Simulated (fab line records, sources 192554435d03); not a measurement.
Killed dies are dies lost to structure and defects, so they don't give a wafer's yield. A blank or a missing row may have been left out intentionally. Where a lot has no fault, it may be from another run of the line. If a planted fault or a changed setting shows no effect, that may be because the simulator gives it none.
fab line records	flow n5-finfet
record: lots: 5	wafers: 15	last-day: 16
route steps=1938 shown PASSIVATION@1918
lots untouched by any fault: they come from a run of this same line in which no faults occurred
start-h: hours from the record's first day to the start of the lot's first wafer shown	wait-h: hours from the lot's prior step to this one	" as in the row above	L1.1+2: several wafers, shown together as one row	- value missing, or start not given	* or withheld: withheld	< > ~ a bound
route shown NAME@n: names a module that has steps shown in the file, with the first one's number in the route	usual: average and standard deviation across the fault-free wafers	same: alike in all rows	chamber/n: place in a boat	sites: readings site by site	_std_site: standard deviation across them	_edge_site: inner sites' mean taken away from outer sites' mean	radius-mm: for every site, how far away it sits from the centre of the wafer	mask NAME#n: copy n	behind: the last tool/chamber to shape the wafer	hold: why the lot was held/for how many hours/how that ended	device: which transistor (n, p or np) failed to switch	end of line: tests run on the same wafers once the route is complete	where a step has no rows: the recipe by itself	killed: at the first sort, the dies lost to defects and structure; wafer yield is something else	map: a wafer's dies, x killed, . not, _ none there
set.NAME: setting as actually run; set.NAME@STEP: the setting as run at that earlier step	model.NAME: the simulator's own value behind a step, which no gauge read
lots at selected steps of the route; one table per step, one row per wafer
services: a tool's chamber out of use, with start hour (start-h, from the record's first day; less than 0 if before it), hours out, and reason
== steps ==
step: N5_PASSIVATION_COAT_38
recipe: spin-rpm: 3000	resist-thk-nm: withheld
step: N5_PASSIVATION_EBR_40
recipe: solvent: PGMEA	ebr-width-mm: 1.5
step: N5_PASSIVATION_SOFTBAKE_39
recipe: temp-c: 110	time-s: 120
step: N5_PASSIVATION_EXPOSE_41
recipe: mask-id: PASS_OPEN	na: 0.55	defocus-nm: 0	source-shape: conventional	sigma-outer: 0.8	polarization: unpolarized	target-cd-nm: 40000	dose-mj: 57.25
step: N5_PASSIVATION_PEB_42
recipe: peb-temp-c: withheld	peb-time-s: *
step: N5_PASSIVATION_DEVELOP_43
recipe: develop-time-s: 60	rinse-liquid: diw	dry: air-spin	dev-temp-c: 21
step: N5_PASSIVATION_HARDBAKE_45
recipe: temp-c: 130	time-s: 120
step: N5_PASSIVATION_CD_MEAS_44
recipe: target-cd-nm: 40000	landing-energy-ev: 500	detector: se-inlens
usual: cd-nm: 40001/3.4
lot.wafer	tool	chamber	start-h	wait-h	cd-nm
L529.2	cd-sem-02	0	270.35	-	39998
L529.4	"	0	"	"	39997
L529.6	"	0	"	"	40002
L531.1	cd-sem-02	0	282.06	-	39998
L531.3	"	0	"	"	40001
L531.4	"	0	"	"	39994
L542.3	cd-sem-01	0	349.90	-	39997
L542.5	"	0	"	"	40005
L542.6	"	0	"	"	40000
L547.1	cd-sem-01	0	366.64	-	39995
L547.2	"	0	"	"	39998
L547.3	"	0	"	"	40003
L548.1	cd-sem-02	0	383.74	-	40011
L548.5	"	0	"	"	40000
L548.6	"	0	"	"	39997
step: N5_PASSIVATION_OVL_MEAS_66
recipe: points-per-wafer: 44
usual: PASS_OPEN_OVL: 0/4.7
lot.wafer	tool	chamber	start-h	wait-h	PASS_OPEN_OVL[nm]
L529.2	overlay-02	0	270.38	0.0	0
L529.4	"	0	"	"	-2
L529.6	"	0	"	"	-3
L531.1	overlay-02	0	282.09	0.0	-4
L531.3	"	0	"	"	7
L531.4	"	0	"	"	4
L542.3	overlay-01	0	349.93	0.0	3
L542.5	"	0	"	"	6
L542.6	"	0	"	"	9
L547.1	overlay-02	0	366.67	0.0	4
L547.2	"	0	"	"	4
L547.3	"	0	"	"	5
L548.1	overlay-01	0	383.77	0.0	9
L548.5	"	0	"	"	-3
L548.6	"	0	"	"	3
step: N5_PASSIVATION_INSPECT_67
recipe: mode: adi	inspect-instrument: macro
usual: raw-defect-count: 2.0/1.5
lot.wafer	tool	chamber	start-h	wait-h	raw-defect-count
L529.2	defect-inspect-01	-	270.40	0.0	2
L529.4	"	-	"	"	3
L529.6	"	-	"	"	4
L531.1	defect-inspect-02	-	282.11	0.0	5
L531.3	"	-	"	"	0
L531.4	"	-	"	"	0
L542.3	defect-inspect-01	-	349.96	0.0	2
L542.5	"	-	"	"	6
L542.6	"	-	"	"	2
L547.1	defect-inspect-01	-	366.69	0.0	2
L547.2	"	-	"	"	2
L547.3	"	-	"	"	0
L548.1	defect-inspect-01	-	383.79	0.0	1
L548.5	"	-	"	"	1
L548.6	"	-	"	"	2
step: N5_PASSIVATION_DESCUM_46
recipe: chemistry: O2	time-s: 7.9	source-power-w: 50	bias-power-w: 20	pressure-mtorr: 20	rf-frequency-hz: 2.712e+07	temp-c: 40	o2-flow-sccm: 225
usual: bias-power-w: 20.00/0.053	drypump-motor-current-A: 5.4/0.48	oes-product-au: 0.78/0.075	rf-vpp-V: 243.2/1.4	showerhead-plenum-p-Torr: 2.09/0.075	throttle-valve-pct: 20.50/0.21
lot.wafer	tool	chamber	start-h	wait-h	bias-power-w	drypump-motor-current-A	oes-product-au	rf-hours-counter-h	rf-vpp-V	showerhead-plenum-p-Torr	throttle-valve-pct
L529.2	rie-diel-03	0	270.44	0.0	19.98	6.2	0.69	250	243.7	2.15	20.78
L529.4	"	2	"	"	19.97	5.8	0.69	-	241.0	1.98	20.68
L529.6	"	0	"	"	20.07	6.2	0.69	-	242.8	2.16	20.77
L531.1	rie-diel-06	1	282.15	0.0	19.96	5.3	0.76	136	244.0	2.12	20.61
L531.3	"	2	"	"	19.99	5.2	0.77	149	242.1	2.02	20.66
L531.4	"	3	"	"	20.05	4.9	0.78	114	243.1	2.03	20.22
L542.3	rie-diel-03	1	350.13	0.2	20.00	4.8	0.74	158	242.1	2.01	20.20
L542.5	"	2	"	"	19.99	5.7	0.92	-	246.0	2.23	20.25
L542.6	"	3	"	"	19.92	5.8	0.84	-	244.6	2.13	20.58
L547.1	rie-diel-01	0	366.73	0.0	19.98	5.6	0.96	17	243.4	2.05	20.40
L547.2	"	1	"	"	19.99	5.7	0.83	71	242.1	2.04	20.33
L547.3	"	2	"	"	20.01	5.2	0.72	177	245.1	2.17	20.81
L548.1	rie-diel-06	0	383.83	0.0	20.01	5.1	0.98	4	244.5	2.13	20.37
L548.5	"	2	"	"	19.92	5.2	0.74	-	241.4	2.01	20.73
L548.6	"	3	"	"	19.98	4.9	0.74	-	240.9	2.01	20.29
step: N5_PASSIVATION_PASS_ETCH_47
recipe: chemistry: CF4/O2	target: SiNx	target-depth-a: 7700	time-s: 385	ion-energy-ev: 100	pressure-mtorr: 40	source-w: 535	bias-w: 49	Ar_flow_sccm: 100	cf4-flow-sccm: 100	O2_flow_sccm: 10
usual: drypump-motor-current-A: 5.4/0.49	oes-product-au: 0.78/0.071	rf-vpp-V: 241/3.8	showerhead-plenum-p-Torr: 2.20/0.08	throttle-valve-pct: 15.90/0.23
lot.wafer	tool	chamber	start-h	wait-h	drypump-motor-current-A	oes-product-au	rf-hours-counter-h	rf-vpp-V	showerhead-plenum-p-Torr	throttle-valve-pct
L529.2	rie-diel-03	0	270.47	0.0	6.3	0.68	250	242	2.26	16.18
L529.4	"	2	"	"	5.8	0.68	-	244	2.10	16.20
L529.6	"	0	"	"	6.3	0.68	-	242	2.26	16.17
L531.1	rie-diel-06	1	282.18	0.0	5.4	0.76	136	246	2.22	15.95
L531.3	"	2	"	"	5.2	0.77	149	244	2.11	16.00
L531.4	"	3	"	"	4.9	0.79	114	246	2.12	15.54
L542.3	rie-diel-03	1	350.16	0.0	4.8	0.75	158	240	2.12	15.61
L542.5	"	2	"	"	5.7	0.91	-	246	2.36	15.73
L542.6	"	3	"	"	5.8	0.83	-	242	2.22	15.90
L547.1	rie-diel-01	0	366.76	0.0	5.6	0.94	17	241	2.16	15.75
L547.2	"	1	"	"	5.7	0.83	71	235	2.15	15.74
L547.3	"	2	"	"	5.1	0.73	177	239	2.29	16.27
L548.1	rie-diel-06	0	383.86	0.0	5.0	0.98	4	235	2.25	15.75
L548.5	"	2	"	"	5.2	0.74	-	244	2.10	16.06
L548.6	"	3	"	"	4.9	0.74	-	244	2.11	15.63
step: N5_PASSIVATION_ETCH_54
recipe: chemistry: CHF3/O2	target: SiO2	target-depth-a: 8800	CHF3_flow_sccm: 50	O2_flow_sccm: 5	Ar_flow_sccm: 200	time-s: 440	mask-material: PR	pressure-mtorr: 30	source-w: 650	bias-w: 170	ion-energy-ev: 200
usual: drypump-motor-current-A: 5.4/0.49	oes-product-au: 0.78/0.071	rf-vpp-V: 524/7.7	showerhead-plenum-p-Torr: 2.40/0.086	throttle-valve-pct: 18.82/0.23
lot.wafer	tool	chamber	start-h	wait-h	drypump-motor-current-A	oes-product-au	rf-hours-counter-h	rf-vpp-V	showerhead-plenum-p-Torr	throttle-valve-pct	model.etch.depth-nm	model.PASSIVATION.feature-depth-nm
L529.2	rie-diel-03	0	270.70	0.1	6.2	0.68	250	526	2.47	19.04	880.5	880.4
L529.4	"	2	"	"	5.7	0.68	-	524	2.29	19.05	869.9	870
L529.6	"	0	"	"	6.2	0.68	-	527	2.47	19.07	884.4	884.4
L531.1	rie-diel-06	1	282.41	0.1	5.4	0.76	136	533	2.43	18.87	877	877
L531.3	"	2	"	"	5.2	0.77	149	530	2.31	18.92	806.5	806.4
L531.4	"	3	"	"	4.9	0.78	115	530	2.32	18.47	862.3	862.4
L542.3	rie-diel-03	1	350.39	0.1	4.8	0.75	158	521	2.33	18.63	867.3	867.2
L542.5	"	2	"	"	5.8	0.90	-	533	2.57	18.65	899.9	900
L542.6	"	3	"	"	5.8	0.83	-	527	2.43	18.82	877.5	877.6
L547.1	rie-diel-01	0	366.99	0.1	5.6	0.94	17	526	2.35	18.67	905.3	905.2
L547.2	"	1	"	"	5.7	0.83	71	512	2.34	18.66	866.9	866.8
L547.3	"	2	"	"	5.1	0.73	177	517	2.51	19.23	848.6	848.6
L548.1	rie-diel-06	0	384.09	0.1	5.0	0.98	5	511	2.46	18.74	893.1	893
L548.5	"	2	"	"	5.2	0.73	-	529	2.29	18.99	885.7	885.6
L548.6	"	3	"	"	4.9	0.74	-	531	2.30	18.52	848.5	848.4
step: N5_PASSIVATION_STRIP_48
recipe: chemistry: O2	power-w: 600	temp-c: 60	pressure-mtorr: 30	rf-frequency-hz: 6e+07	bias-power-w: 0	overash-fraction: 0.5	o2-flow-sccm: 225
usual: drypump-motor-current-A: 5.4/0.48	oes-product-au: 0.79/0.077	rf-vpp-V: 4.0/2.4	showerhead-plenum-p-Torr: 2.10/0.075	throttle-valve-pct: 16.72/0.22
same: bias-power-w: 0
lot.wafer	tool	chamber	start-h	wait-h	drypump-motor-current-A	oes-product-au	rf-hours-counter-h	rf-vpp-V	showerhead-plenum-p-Torr	throttle-valve-pct
L529.2	rie-diel-03	0	270.99	0.1	6.2	0.66	251	0	2.16	17.05
L529.4	"	2	"	"	5.7	0.71	-	5.7	1.98	16.90
L529.6	"	0	"	"	6.2	0.70	-	6.9	2.16	17.13
L531.1	rie-diel-06	1	282.70	0.1	5.3	0.78	137	7.5	2.12	16.79
L531.3	"	2	"	"	5.3	0.79	149	10.0	2.02	16.89
L531.4	"	3	"	"	4.9	0.77	115	7.1	2.03	16.43
L542.3	rie-diel-03	1	350.68	0.1	4.8	0.76	158	3.5	2.01	16.46
L542.5	"	2	"	"	5.7	0.93	-	1.7	2.23	16.44
L542.6	"	3	"	"	5.8	0.85	-	1.1	2.14	16.77
L547.1	rie-diel-01	0	367.28	0.1	5.6	0.97	17	5.7	2.05	16.58
L547.2	"	1	"	"	5.7	0.84	71	0.9	2.04	16.60
L547.3	"	2	"	"	5.1	0.78	177	6.7	2.17	17.05
L548.1	rie-diel-06	0	384.38	0.1	5.0	0.98	5	4.5	2.14	16.55
L548.5	"	2	"	"	5.1	0.72	-	2.1	2.01	17.02
L548.6	"	3	"	"	4.9	0.73	-	3.6	2.02	16.53
step: N5_PASSIVATION_PROBE_49
usual: defect-limited-yield: 91.3/1.5	killed_at_M0_to_M3: 34/9.4	killed_at_M4_up: 13/5.3	killed-at-contacts: 13/5.7	killed-at-front-end: 40/10	killed-at-other: 3.7/2.8	killed-dies: 103/17	killed-on-rim: 13/4.2	killed-open: 67/13	killed-short: 35/8.5	sort_bin_5_function: 5.0/0.98	sort_bin_6_memory: 3.3/0.7	sort-n-pass: 1077/17	sort-yield-pct: 91.3/1.5
same: gross-dies: 1180	killed-at-back-side: 0	sort_bin_4_leakage[%]: 0	sort_bin_8_speed[%]: 0
lot.wafer	tool	chamber	start-h	wait-h	defect-limited-yield[%]	killed_at_M0_to_M3	killed_at_M4_up	killed-at-contacts	killed-at-front-end	killed-at-other	killed-dies	killed-on-rim	killed-open	killed-short	sort_bin_5_function[%]	sort_bin_6_memory[%]	sort-n-pass	sort-yield-pct[%]
L548.1	prober-01	-	386.87	0.0	94.1	26	15	8	21	0	70	9	52	16	3.6	2.0	1110	94.1
L548.5	prober-01	-	387.07	0.2	93.3	24	6	11	38	0	79	8	46	31	4.2	2.5	1101	93.3
L548.6	prober-01	-	387.12	0.3	92.3	20	15	14	42	0	91	12	55	32	4.2	3.2	1089	92.3
killed by level:class
L548.1 BEOL_M3:geometric-particle:open=11 BEOL_M4:geometric-particle:open=9 FIN_SAQP:geometric-particle:open=6 BEOL_M2:geometric-particle:open=6 STI_FIN_REVEAL:geometric-particle:open=4 MOL_CONTACT_COAG:geometric-particle:open=4 MOL_CONTACT_COAG:geometric-particle:short=4 BEOL_M1:geometric-particle:open=4
L548.5 MOL_CONTACT_COAG:geometric-particle:open=10 FIN_SAQP:geometric-particle:open=9 BEOL_M3:geometric-particle:open=7 FIN_SAQP:geometric-particle:short=5 STI_FIN_REVEAL:geometric-particle:open=5 BEOL_M3:geometric-particle:short=5 GATE_CUT:geometric-particle:short=4 STARTING-WAFER:geometric-particle:short=4
L548.6 MOL_CONTACT_COAG:geometric-particle:open=10 FIN_SAQP:geometric-particle:open=9 FIN_SAQP:geometric-particle:short=7 GATE_CUT:geometric-particle:open=6 BEOL_M2:geometric-particle:open=6 BEOL_M4:geometric-particle:open=6 BEOL_M3:geometric-particle:open=5 GATE_CUT:geometric-particle:short=4
== services ==
tool	chamber	start-h	hours	kind
rie-diel-06	1	254.91	6.7	repair
rie-diel-06	3	258.08	2.7	repair
rie-diel-03	0	272.04	-	clean
rie-diel-03	0	272.04	-	consumable-replace:focus-ring
rie-diel-03	0	272.04	22.2	scheduled-down
rie-diel-03	0	272.04	22.2	vent-cycle
rie-diel-03	2	294.28	-	clean
rie-diel-03	2	294.28	-	consumable-replace:focus-ring
rie-diel-03	2	294.28	-	consumable-replace:showerhead
rie-diel-03	2	294.28	25.3	scheduled-down
rie-diel-03	2	294.28	25.3	vent-cycle
rie-diel-01	0	299.89	-	clean
rie-diel-01	0	299.89	-	consumable-replace:focus-ring
rie-diel-01	0	299.89	15.7	scheduled-down
rie-diel-01	0	299.89	15.7	vent-cycle
rie-diel-06	2	336.84	9.5	repair
rie-diel-06	0	353.07	-	clean
rie-diel-06	0	353.07	-	consumable-replace:focus-ring
rie-diel-06	0	353.07	16.3	scheduled-down
rie-diel-06	0	353.07	16.3	vent-cycle
rie-diel-01	-	354.60	0.3	repair
== key ==
first-sign none at tools or gauges
model-effect: step: N5_PASSIVATION_ETCH_54	value: etch.depth-nm	without: 897.5	struck: 806.5
met-at N5_PASSIVATION_ETCH_54
struck-wafers L531.3
fault: kind: process-parameter-drift	tool: rie-diel-06	chamber: -	onset-h: 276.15	steps: N5_PASSIVATION_ETCH_54	channel: time-s	offset: *	shape: step	end-h: 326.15	scope: struck-wafers-only	acts-in: *	stated: *
